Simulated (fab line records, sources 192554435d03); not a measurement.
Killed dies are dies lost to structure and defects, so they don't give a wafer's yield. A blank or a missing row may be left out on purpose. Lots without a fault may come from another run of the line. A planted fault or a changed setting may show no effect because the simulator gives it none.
Chamber matching | flow n5_finfet | N5_BEOL_M2_ETCH_69 on rie_diel-06: 4 sister chambers
The step etches SiARC in CF4, target depth 15.6 nm, time 26 s. 8 wafers are shown with their chamber, then 8 later ones without.

WAFERS WITH THEIR CHAMBER
wafer  | chamber | showerhead_plenum_p_Torr (Torr) | throttle_valve_pct (%)
L084.6 | 1       | 2.10                            | 15.37
L086.3 | 0       | 2.10                            | 15.39
L086.4 | 2       | 2.21                            | 16.00
L086.5 | 3       | 2.15                            | 15.88
L090.1 | 1       | 2.10                            | 15.40
L090.2 | 2       | 2.21                            | 16.00
L090.3 | 3       | 2.14                            | 15.89
L094.1 | 0       | 2.09                            | 15.40

WAFERS WITHOUT THEIR CHAMBER
wafer  | showerhead_plenum_p_Torr (Torr) | throttle_valve_pct (%)
L094.2 | 2.21                            | 16.02
L094.3 | 2.09                            | 15.43
L095.1 | 2.14                            | 15.94
L095.2 | 2.20                            | 16.03
L095.3 | 2.09                            | 15.43
L097.1 | 2.14                            | 15.94
L097.3 | 2.20                            | 16.03
L097.6 | 2.20                            | 16.04

WHICH CHAMBER EACH WENT THROUGH
wafer  | from the rows above     | in truth
L094.2 | 2                       | 2
L094.3 | can't be placed: 0 or 1 | 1
L095.1 | 3                       | 3
L095.2 | 2                       | 2
L095.3 | can't be placed: 0 or 1 | 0
L097.1 | 3                       | 3
L097.3 | 2                       | 2
L097.6 | 2                       | 2
Placed correctly: 6 of 8. Can't be placed from these rows: 2 (the true chamber is among the candidates in 2). Placed wrongly: 0.
How it was worked out, from the rows above alone: a wafer's distance from a chamber is the root of the sum, over the readings, of the square of ((its reading less the chamber's mean) divided by the reading's scatter). The wafer belongs to the nearest chamber; if the next one is less than 2 further off, it can't be placed. A chamber's mean is the mean of its shown wafers. The scatter: the root of (the sum of the squares of (reading less its chamber's mean) over the shown wafers, divided by (wafers less chambers)).
